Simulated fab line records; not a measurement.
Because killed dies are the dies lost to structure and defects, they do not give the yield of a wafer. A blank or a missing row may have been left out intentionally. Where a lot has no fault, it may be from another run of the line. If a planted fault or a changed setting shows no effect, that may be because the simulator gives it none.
fab line records ; flow n5Finfet
record lots=6; wafers=18; lastDay=17
route steps=1938 shown DUMMY_REMOVAL@383 HKMG_FIN@385 BEOL_M4@1111 PASSIVATION@1936
lots untouched by any fault: they come from a run of this same line in which no faults occurred
startH: the number of hours between the record's first day and the start of the first shown wafer of the lot ; waitH: hours elapsed since this lot's preceding step ; " as in the row above ; L1.1+2: several wafers, shown together as one row ; - either no value or no given start ; * or withheld: withheld ; < > ~ a bound
route shown NAME@n: a module of which the file shows steps, and the number in the route of the first ; usual: the fault-free wafers' mean and standard deviation ; same: alike in all rows ; chamber/n: place in a boat ; sites: per-site readings ; _std_site: the values' standard deviation ; _edge_site: outer sites' mean less inner sites' ; radiusMm: for every site, how far away it sits from the centre of the wafer ; mask NAME#n: copy n ; behind: the most recent tool/chamber to have shaped the wafer ; hold: reason for holding the lot/hours on hold/outcome of the hold ; device: transistor that didn't switch, given as n, p or np ; end of line: tests run on the same wafers once the route is complete ; a step without rows: its recipe alone ; killed: dies that structure and defects cost at the first sort, which is not the same as the wafer's yield ; map: a wafer's dies, x killed, . not, _ none there
set.NAME: the setting as run; set.NAME@STEP: as run at that earlier step ; model.NAME: the simulator's own value behind a step, which no gauge read
lots at selected steps of the route; one table per step, one row per wafer
services: when a tool's chamber went out of use (startH, in hours from the record's first day, below 0 if earlier), for how many hours, and the reason
## steps
# step N5_DUMMY_REMOVAL_PRECLEAN_04
# recipe chemistry=DHF; timeS=37; tempC=25; dilution=500:1
# step N5_DUMMY_REMOVAL_SRD_05
# recipe dry=ipaMarangoni; doPpb=5; timeS=30; tempC=23; rinseLiquid=diw
# step N5_HKMG_FIN_IL_REGROW_00
# recipe material=SiO2; targetThkA=7.5; chemistry=O3; tempC=withheld; timeS=30
# step N5_HKMG_FIN_HK_ALD_01
# recipe material=HfO2; targetThkA=16; tempC=withheld; aldPrecursorFamily=HfCl4; aldCoReactant=H2O; pulseTimeS=3; purgeTimeS=3; coReactantPurgeTimeS=2.5; coReactantPulseTimeS=0.3; aldCycles=30
# usual precursorPulseHeightRel=1.002/0.018
# same aldCycles=30; purgeTimeS=3
lot.wafer;tool;chamber;startH;waitH;precursorPulseHeightRel
L907.2;aldHk-01;3;70.83;0.0;1.003
L907.3;aldHk-01;1;70.83;0.0;0.982
L907.5;aldHk-01;2;70.83;0.0;0.986
L914.2;aldHk-02;1;114.69;0.0;0.998
L914.3;aldHk-02;2;114.69;0.0;0.988
L914.4;aldHk-02;0;114.69;0.0;1.018
L917.4;aldHk-02;0;137.31;0.0;1.006
L917.5;aldHk-02;1;137.31;0.0;1.017
L917.6;aldHk-02;2;137.31;0.0;1.015
L918.1;aldHk-01;2;137.87;0.0;1.001
L918.4;aldHk-01;1;137.87;0.0;1.005
L918.5;aldHk-01;1;137.87;0.0;1.005
L926.2;aldHk-03;2;186.81;0.0;1.003
L926.5;aldHk-03;2;186.81;0.0;1.012
L926.6;aldHk-03;3;186.81;0.0;1.000
L929.2;aldHk-02;0;202.10;0.0;1.006
L929.3;aldHk-02;3;202.10;0.0;1.026
L929.6;aldHk-02;0;202.10;0.0;1.012
# step N5_HKMG_FIN_HK_ANNEAL_02
# recipe tempC=700; timeS=30; ambient=N2; idleTempC=600; rampUpCPerS=150; rampDownCPerS=60; coolToC=600
# usual lampPowerPct=8.80/0.054; wafer_temp_C_max=702.9/0.64
lot.wafer;tool;chamber;startH;waitH;lampPowerPct;wafer_temp_C_max
L907.2;rtpAnneal-01;0;71.05;0.1;8.78;702.4
L907.3;rtpAnneal-01;0;71.05;0.1;8.74;703.5
L907.5;rtpAnneal-01;0;71.05;0.1;8.87;702.8
L914.2;rtpAnneal-02;0;114.92;0.2;8.82;703.4
L914.3;rtpAnneal-02;0;114.92;0.2;8.87;702.4
L914.4;rtpAnneal-02;0;114.92;0.2;8.84;702.5
L917.4;rtpAnneal-01;0;137.64;0.2;8.76;702.2
L917.5;rtpAnneal-01;0;137.64;0.2;8.81;702.9
L917.6;rtpAnneal-01;0;137.64;0.2;8.80;702.4
L918.1;rtpAnneal-01;0;138.09;0.1;8.88;703.8
L918.4;rtpAnneal-01;0;138.09;0.1;8.73;702.5
L918.5;rtpAnneal-01;0;138.09;0.1;8.84;702.4
L926.2;rtpAnneal-02;0;187.03;0.1;8.89;703.6
L926.5;rtpAnneal-02;0;187.03;0.1;8.91;702.8
L926.6;rtpAnneal-02;0;187.03;0.1;8.76;702.9
L929.2;rtpAnneal-01;0;202.32;0.1;8.84;703.5
L929.3;rtpAnneal-01;0;202.32;0.1;8.77;703.2
L929.6;rtpAnneal-01;0;202.32;0.1;8.82;702.6
# step N5_HKMG_FIN_ALD_74
# recipe material=La2O3; targetThkA=5; tempC=250; aldPrecursorFamily=La-Cp; aldCoReactant=O3; pulseTimeS=6; coReactantPulseTimeS=1; purgeTimeS=3; coReactantPurgeTimeS=3
# usual heaterPowerW=365/26; precursorPulseHeightRel=0.999/0.019
# same purgeTimeS=3
lot.wafer;tool;chamber;startH;waitH;heaterPowerW;precursorPulseHeightRel
L907.2;aldHk-03;3;71.23;0.2;386;0.981
L907.3;aldHk-03;2;71.23;0.2;374;0.983
L907.5;aldHk-03;2;71.23;0.2;372;0.998
L914.2;aldHk-01;2;115.11;0.2;392;0.998
L914.3;aldHk-01;3;115.11;0.2;384;0.991
L914.4;aldHk-01;1;115.11;0.2;362;1.001
L917.4;aldHk-03;1;137.76;0.1;319;1.002
L917.5;aldHk-03;3;137.76;0.1;390;1.014
L917.6;aldHk-03;2;137.76;0.1;378;0.994
L918.1;aldHk-02;3;138.30;0.2;400;1.052
L918.4;aldHk-02;1;138.30;0.2;416;0.963
L918.5;aldHk-02;3;138.30;0.2;405;0.996
L926.2;aldHk-01;1;187.21;0.2;366;0.994
L926.5;aldHk-01;0;187.21;0.2;335;1.000
L926.6;aldHk-01;3;187.21;0.2;383;0.997
L929.2;aldHk-03;3;202.50;0.2;388;0.998
L929.3;aldHk-03;1;202.50;0.2;330;0.975
L929.6;aldHk-03;3;202.50;0.2;391;0.967
# step N5_HKMG_FIN_ALD_75
# recipe material=Al2O3; targetThkA=10; tempC=150; aldPrecursorFamily=TMA; aldCoReactant=H2O; pulseTimeS=withheld; coReactantPulseTimeS=1
# usual heaterPowerW=158/11; precursorPulseHeightRel=1.000/0.019
lot.wafer;tool;chamber;startH;waitH;heaterPowerW;precursorPulseHeightRel
L907.2;aldHk-03;3;71.31;0.0;164;1.007
L907.3;aldHk-03;2;71.31;0.0;167;0.995
L907.5;aldHk-03;2;71.31;0.0;164;1.032
L914.2;aldHk-01;2;115.18;0.0;170;1.024
L914.3;aldHk-01;3;115.18;0.0;167;0.992
L914.4;aldHk-01;1;115.18;0.0;154;1.017
L917.4;aldHk-03;1;137.84;0.0;140;1.012
L917.5;aldHk-03;3;137.84;0.0;167;1.037
L917.6;aldHk-03;2;137.84;0.0;162;0.991
L918.1;aldHk-02;3;138.38;0.0;171;1.032
L918.4;aldHk-02;1;138.38;0.0;169;1.047
L918.5;aldHk-02;3;138.38;0.0;174;0.970
L926.2;aldHk-01;1;187.37;0.1;155;0.958
L926.5;aldHk-01;0;187.37;0.1;145;1.006
L926.6;aldHk-01;3;187.37;0.1;166;1.019
L929.2;aldHk-03;3;202.58;0.0;167;1.005
L929.3;aldHk-03;1;202.58;0.0;139;0.973
L929.6;aldHk-03;3;202.58;0.0;169;1.018
# step N5_HKMG_FIN_COAT_41
# recipe resist=SOC; tempC=250; timeS=60; spinRpm=1500; resistThkNm=300
# step N5_HKMG_FIN_COAT_42
# recipe resist=SiARC; tempC=220; timeS=60; spinRpm=1500; resistThkNm=35
# step N5_HKMG_FIN_COAT_43
# recipe resist=CAR-ArF; spinRpm=1500; resistThkNm=90
# step N5_HKMG_FIN_EBR_45
# recipe solvent=PGMEA; ebrWidthMm=1.5
# step N5_HKMG_FIN_SOFTBAKE_44
# recipe tempC=110; timeS=60; resist=CAR-ArF
# step N5_HKMG_FIN_EXPOSE_46
# recipe maskId=NDIPOLE; na=1.35; sourceShape=conventional; sigmaOuter=0.8; polarization=unpolarized; doseMj=40
lot.wafer;tool;chamber;startH;waitH;mask;model.HKMG_FIN.overlayXNm
L907.2+3+5;arfiScanner-03;0;71.66;-;NDIPOLE#0;0
L914.2+3+4;arfiScanner-03;0;115.53;-;NDIPOLE#0;0.4
L917.4+5+6;arfiScanner-01;0;138.20;-;NDIPOLE#0;-1.2
L918.1+4+5;arfiScanner-02;0;138.72;-;NDIPOLE#0;1
L926.2+5+6;arfiScanner-03;0;187.66;-;NDIPOLE#0;1
L929.2+3+6;arfiScanner-03;0;202.92;-;NDIPOLE#0;0.6
# step N5_HKMG_FIN_PEB_47
# recipe pebTempC=withheld; pebTimeS=60; resist=CAR-ArF
# step N5_BEOL_M4_RC_MEAS_101
# usual DIBL_N=36.8/1.5; DIBL_P=37.1/2.1; IOFF_N=0.168/0.03; IOFF_P=0.22/0.034; ION_N=679/12; ION_P=466/8; SS_N=71.7/0.58; SS_P=73.5/0.67; VT_N=248.8/2.7; VT_P=-250/3.3
lot.wafer;tool;chamber;startH;waitH;DIBL_N[mV/V];DIBL_P[mV/V];IOFF_N[nA/um];IOFF_P[nA/um];ION_N[uA/um];ION_P[uA/um];SS_N[mV/dec];SS_P[mV/dec];VT_N[mV];VT_P[mV]
L907.2;prober-02;0;156.34;0.2;39.0;41.5;0.232;0.27;691;472;72.5;74.0;243.9;-248
L907.3;prober-02;0;156.34;0.2;35.3;36.0;0.143;0.18;669;458;71.6;72.6;251.6;-250
L907.5;prober-02;0;156.34;0.2;37.3;38.1;0.174;0.21;676;461;71.7;73.1;246.4;-250
L914.2;prober-02;0;207.43;0.2;38.0;37.7;0.178;0.25;686;479;71.1;74.2;246.7;-245
L914.3;prober-02;0;207.43;0.2;37.3;36.0;0.170;0.22;692;480;71.5;72.9;248.6;-249
L914.4;prober-02;0;207.43;0.2;37.8;36.7;0.154;0.22;683;466;71.7;73.6;250.6;-246
L917.4;prober-02;0;216.58;0.5;36.7;38.2;0.169;0.20;673;459;71.4;73.1;248.1;-253
L917.5;prober-02;0;216.58;0.5;37.8;39.3;0.189;0.22;680;461;71.5;74.2;245.8;-251
L917.6;prober-02;0;216.58;0.5;37.0;37.7;0.177;0.21;681;458;71.6;73.9;248.0;-252
L918.1;prober-01;0;237.24;0.0;36.7;34.8;0.153;0.19;673;458;71.5;73.8;249.5;-255
L918.4;prober-01;0;237.24;0.0;34.9;34.6;0.138;0.19;665;457;70.9;73.4;250.2;-254
L918.5;prober-01;0;237.24;0.0;35.7;34.3;0.158;0.18;678;457;71.0;73.2;247.7;-254
L926.2;prober-01;0;275.85;0.2;36.1;37.2;0.151;0.21;676;466;72.6;73.5;248.1;-250
L926.5;prober-01;0;275.85;0.2;36.1;38.0;0.150;0.22;677;468;71.6;73.7;248.9;-249
L926.6;prober-01;0;275.85;0.2;35.6;36.2;0.142;0.19;675;464;71.1;73.2;249.6;-252
L929.2;prober-02;0;296.74;0.2;38.0;37.6;0.201;0.27;688;467;72.2;73.3;247.5;-246
L929.3;prober-02;0;296.74;0.2;34.4;33.6;0.137;0.19;673;464;71.1;72.2;249.0;-251
L929.6;prober-02;0;296.74;0.2;37.1;36.5;0.189;0.25;692;475;71.8;73.0;245.8;-245
# step N5_PASSIVATION_PROBE_49
# usual defectLimitedYield=91.0/1.5; killed_at_M0_to_M3=34/11; killed_at_M4_up=14/5.3; killedAtContacts=13/7; killedAtFrontEnd=41/13; killedAtOther=4/3.1; killedDies=106/17; killedOnRim=14/3.9; killedOpen=70/12; killedShort=35/8; sort_bin_4_leakage=0.00/0.007; sort_bin_5_function=5.2/0.98; sort_bin_6_memory=3.4/0.69; sortNPass=1074/17; sortYieldPct=91.0/1.5
# same grossDies=1180; killedAtBackSide=0; sort_bin_8_speed[%]=0
lot.wafer;tool;chamber;startH;waitH;defectLimitedYield[%];killed_at_M0_to_M3;killed_at_M4_up;killedAtContacts;killedAtFrontEnd;killedAtOther;killedDies;killedOnRim;killedOpen;killedShort;sort_bin_4_leakage[%];sort_bin_5_function[%];sort_bin_6_memory[%];sortNPass;sortYieldPct[%]
L907.2;prober-02;-;258.43;0.1;90.9;16;16;19;49;7;107;5;68;37;0.08;5.5;3.2;1072;90.8
L907.3;prober-02;-;258.48;0.1;92.8;28;8;7;35;7;85;11;56;28;0;4.2;2.5;1095;92.8
L907.5;prober-02;-;258.58;0.2;90.9;30;11;16;49;1;107;13;74;33;0;5.7;3.1;1073;90.9
L914.2;prober-02;-;301.99;0.1;90.3;36;23;16;33;6;114;12;80;34;0;5.5;3.7;1066;90.3
L914.3;prober-02;-;302.04;0.1;91.7;33;15;10;37;3;98;15;60;38;0;5.0;3.1;1082;91.7
L914.4;prober-02;-;302.09;0.2;90.7;32;18;21;35;4;110;13;71;39;0;5.3;3.6;1070;90.7
L917.4;prober-01;-;318.06;0.2;88.1;43;5;13;76;4;141;23;101;35;0;6.5;4.5;1039;88.1
L917.5;prober-01;-;318.11;0.2;91.1;45;9;6;44;1;105;13;69;34;0;5.0;3.5;1075;91.1
L917.6;prober-01;-;318.16;0.3;89.6;43;9;9;59;3;123;20;81;42;0;6.4;3.3;1057;89.6
L918.1;prober-02;-;339.59;0.0;91.4;15;13;15;55;4;102;14;58;39;0;4.8;3.1;1078;91.4
L918.4;prober-02;-;339.74;0.2;90.6;19;10;10;62;10;111;10;77;33;0;5.9;3.3;1069;90.6
L918.5;prober-02;-;339.79;0.2;91.4;26;5;15;52;3;101;20;63;37;0;5.4;2.5;1079;91.4
L926.2;prober-02;-;381.02;0.1;91.9;27;10;27;27;4;95;10;68;27;0;5.0;2.8;1085;91.9
L926.5;prober-02;-;381.17;0.2;91.6;22;9;21;44;3;99;11;65;34;0;4.6;3.5;1081;91.6
L926.6;prober-02;-;381.22;0.3;92.0;26;9;22;34;3;94;5;61;33;0;5.0;2.5;1086;92.0
L929.2;prober-02;-;404.85;0.1;90.1;51;12;19;35;0;117;13;81;34;0;6.4;3.1;1063;90.1
L929.3;prober-02;-;404.90;0.1;88.6;71;9;19;36;0;135;20;95;38;0;6.8;4.3;1045;88.6
L929.6;prober-02;-;405.05;0.3;90.6;56;10;11;31;3;111;11;68;42;0;5.3;3.8;1069;90.6
# killed by level:class
L907.2 MOL_CONTACT_COAG:geometricParticle:open=16 FIN_SAQP:geometricParticle:open=11 DUMMY_GATE:geometricParticle:open=11 BEOL_M4:geometricParticle:open=9 FIN_SAQP:geometricParticle:short=7 BEOL_M0_SAQP:geometricParticle:short=6 ILD0:geometricParticle:open=4 GATE_CUT:geometricParticle:open=4
L907.3 FIN_SAQP:geometricParticle:short=8 BEOL_M3:geometricParticle:open=8 DUMMY_GATE:geometricParticle:open=7 BEOL_M0_SAQP:geometricParticle:open=6 BEOL_M2:geometricParticle:open=6 BEOL_M4:geometricParticle:open=6 FIN_SAQP:geometricParticle:open=5 MOL_CONTACT_COAG:geometricParticle:open=5
L907.5 MOL_CONTACT_COAG:geometricParticle:open=14 DUMMY_GATE:geometricParticle:open=12 FIN_SAQP:geometricParticle:open=10 BEOL_M0_SAQP:geometricParticle:short=7 BEOL_M2:geometricParticle:open=7 FIN_SAQP:geometricParticle:short=5 STI_FIN_REVEAL:geometricParticle:open=5 BEOL_M0_SAQP:geometricParticle:open=5
L914.2 STI_FIN_REVEAL:geometricParticle:open=12 MOL_CONTACT_COAG:geometricParticle:open=12 BEOL_M3:geometricParticle:open=7 BEOL_M4:geometricParticle:open=7 BEOL_M4:geometricParticle:short=7 FIN_SAQP:geometricParticle:open=6 BEOL_M0_SAQP:geometricParticle:short=6 BEOL_M1:geometricParticle:open=6
L914.3 MOL_CONTACT_COAG:geometricParticle:open=9 BEOL_M2:geometricParticle:open=9 STI_FIN_REVEAL:geometricParticle:open=8 BEOL_M0_SAQP:geometricParticle:short=8 FIN_SAQP:geometricParticle:short=7 BEOL_M3:geometricParticle:open=6 GATE_CUT:geometricParticle:short=5 BEOL_M4:geometricParticle:open=5
L914.4 MOL_CONTACT_COAG:geometricParticle:open=18 BEOL_M4:geometricParticle:open=8 FIN_SAQP:geometricParticle:short=7 STI_FIN_REVEAL:geometricParticle:open=7 BEOL_M0_SAQP:geometricParticle:short=7 BEOL_M2:geometricParticle:open=7 FIN_SAQP:geometricParticle:open=5 GATE_CUT:geometricParticle:short=5
L917.4 FIN_SAQP:geometricParticle:open=23 STI_FIN_REVEAL:geometricParticle:open=16 BEOL_M0_SAQP:geometricParticle:short=13 BEOL_M0_SAQP:geometricParticle:open=11 MOL_CONTACT_COAG:geometricParticle:open=11 FIN_SAQP:geometricParticle:short=7 BEOL_M2:geometricParticle:open=7 DUMMY_GATE:geometricParticle:open=6
L917.5 FIN_SAQP:geometricParticle:open=15 BEOL_M0_SAQP:geometricParticle:open=13 BEOL_M0_SAQP:geometricParticle:short=11 BEOL_M2:geometricParticle:short=8 BEOL_M2:geometricParticle:open=8 STI_FIN_REVEAL:geometricParticle:open=5 DUMMY_GATE:geometricParticle:open=4 MOL_CONTACT_COAG:geometricParticle:open=4
L917.6 STI_FIN_REVEAL:geometricParticle:open=13 BEOL_M0_SAQP:geometricParticle:open=10 BEOL_M0_SAQP:geometricParticle:short=10 FIN_SAQP:geometricParticle:short=9 FIN_SAQP:geometricParticle:open=7 DUMMY_GATE:geometricParticle:open=7 GATE_CUT:geometricParticle:open=7 MOL_CONTACT_COAG:geometricParticle:open=7
L918.1 STI_FIN_REVEAL:geometricParticle:open=22 FIN_SAQP:geometricParticle:short=12 MOL_CONTACT_COAG:geometricParticle:open=11 STI_FIN_REVEAL:geometricParticle:short=7 BEOL_M0_SAQP:geometricParticle:short=6 FIN_SAQP:geometricParticle:open=5 MOL_CONTACT_COAG:geometricParticle:short=4 BEOL_M4:geometricParticle:open=4
L918.4 STI_FIN_REVEAL:geometricParticle:open=22 FIN_SAQP:geometricParticle:short=11 FIN_SAQP:geometricParticle:open=8 MOL_CONTACT_COAG:geometricParticle:open=7 BEOL_M0_SAQP:geometricParticle:short=6 GATE_CUT:geometricParticle:open=5 BEOL_M4:geometricParticle:open=5 MIM_TOP:geometricParticle:short=4
L918.5 STI_FIN_REVEAL:geometricParticle:open=15 FIN_SAQP:geometricParticle:open=12 MOL_CONTACT_COAG:geometricParticle:open=10 FIN_SAQP:geometricParticle:short=8 BEOL_M0_SAQP:geometricParticle:open=6 MOL_CONTACT_COAG:geometricParticle:short=5 BEOL_M0_SAQP:geometricParticle:short=5 BEOL_M0:geometricParticle:short=4
L926.2 MOL_CONTACT_COAG:geometricParticle:open=22 BEOL_M0_SAQP:geometricParticle:open=9 FIN_SAQP:geometricParticle:short=7 FIN_SAQP:geometricParticle:open=7 BEOL_M1:geometricParticle:open=7 BEOL_M4:geometricParticle:open=7 MOL_CONTACT_COAG:geometricParticle:short=5 BEOL_M1:geometricParticle:short=3
L926.5 MOL_CONTACT_COAG:geometricParticle:open=15 FIN_SAQP:geometricParticle:open=12 STI_FIN_REVEAL:geometricParticle:open=12 BEOL_M0_SAQP:geometricParticle:short=7 BEOL_M4:geometricParticle:open=6 MOL_CONTACT_COAG:geometricParticle:short=6 BEOL_M1:geometricParticle:open=5 STARTING-WAFER:geometricParticle:short=5
L926.6 MOL_CONTACT_COAG:geometricParticle:open=18 FIN_SAQP:geometricParticle:open=9 BEOL_M1:geometricParticle:open=8 FIN_SAQP:geometricParticle:short=6 BEOL_M0_SAQP:geometricParticle:short=6 STARTING-WAFER:geometricParticle:open=6 MOL_CONTACT_COAG:geometricParticle:short=4 BEOL_M0_SAQP:geometricParticle:open=4
L929.2 MOL_CONTACT_COAG:geometricParticle:open=15 BEOL_M0_SAQP:geometricParticle:open=13 FIN_SAQP:geometricParticle:open=11 BEOL_M2:geometricParticle:open=11 BEOL_M0_SAQP:geometricParticle:short=7 BEOL_M1:geometricParticle:open=7 BEOL_M4:geometricParticle:open=6 STARTING-WAFER:geometricParticle:short=6
L929.3 BEOL_M2:geometricParticle:open=22 MOL_CONTACT_COAG:geometricParticle:open=14 BEOL_M1:geometricParticle:open=12 BEOL_M0_SAQP:geometricParticle:short=12 FIN_SAQP:geometricParticle:open=11 BEOL_M0_SAQP:geometricParticle:open=11 DUMMY_GATE:geometricParticle:open=9 MOL_CONTACT_COAG:geometricParticle:short=5
L929.6 FIN_SAQP:geometricParticle:open=17 BEOL_M0_SAQP:geometricParticle:short=15 BEOL_M2:geometricParticle:open=12 BEOL_M0_SAQP:geometricParticle:open=10 FIN_SAQP:geometricParticle:short=10 MOL_CONTACT_COAG:geometricParticle:open=7 BEOL_M4:geometricParticle:open=6 BEOL_M1:geometricParticle:open=6
## services
tool;chamber;startH;hours;kind
arfiScanner-01;-;51.08;0.2;repair
arfiScanner-02;-;63.34;1.3;pm
aldHk-02;-;78.23;0.5;repair
arfiScanner-03;-;80.68;0.8;pm
rtpAnneal-01;-;81.37;3.6;pm
arfiScanner-02;-;86.80;1.0;pm
arfiScanner-02;-;89.42;0.8;repair
arfiScanner-01;-;89.98;1.3;pm
arfiScanner-03;-;92.77;1.3;pm
arfiScanner-01;0;95.44;-;calibration
arfiScanner-01;-;108.32;1.0;pm
arfiScanner-01;-;123.49;4.9;pm
arfiScanner-02;-;132.03;0.5;repair
arfiScanner-02;-;137.68;0.8;pm
arfiScanner-01;-;143.22;6.0;pm
arfiScanner-02;0;145.35;-;calibration
arfiScanner-03;-;155.58;1.0;pm
arfiScanner-02;-;173.26;21.0;pm
arfiScanner-01;-;185.41;0.8;pm
arfiScanner-02;-;194.26;1.3;pm
arfiScanner-02;-;198.23;0.2;repair
arfiScanner-01;-;200.52;23.0;repair
## key
firstSign none at tools or gauges
modelEffect step=N5_HKMG_FIN_EXPOSE_46; value=HKMG_FIN.overlayXNm; without=-0.2; struck=0.8
metAt N5_HKMG_FIN_EXPOSE_46
struckWafers L926.2,L926.5,L926.6,L929.2,L929.3,L929.6
onsetBetween 115.53 187.66
alsoFits time
fault kind=scannerMatchingOverlay; tool=arfiScanner-03; chamber=-; onsetH=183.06; steps=N5_HKMG_FIN_EXPOSE_46; offset=0.97237
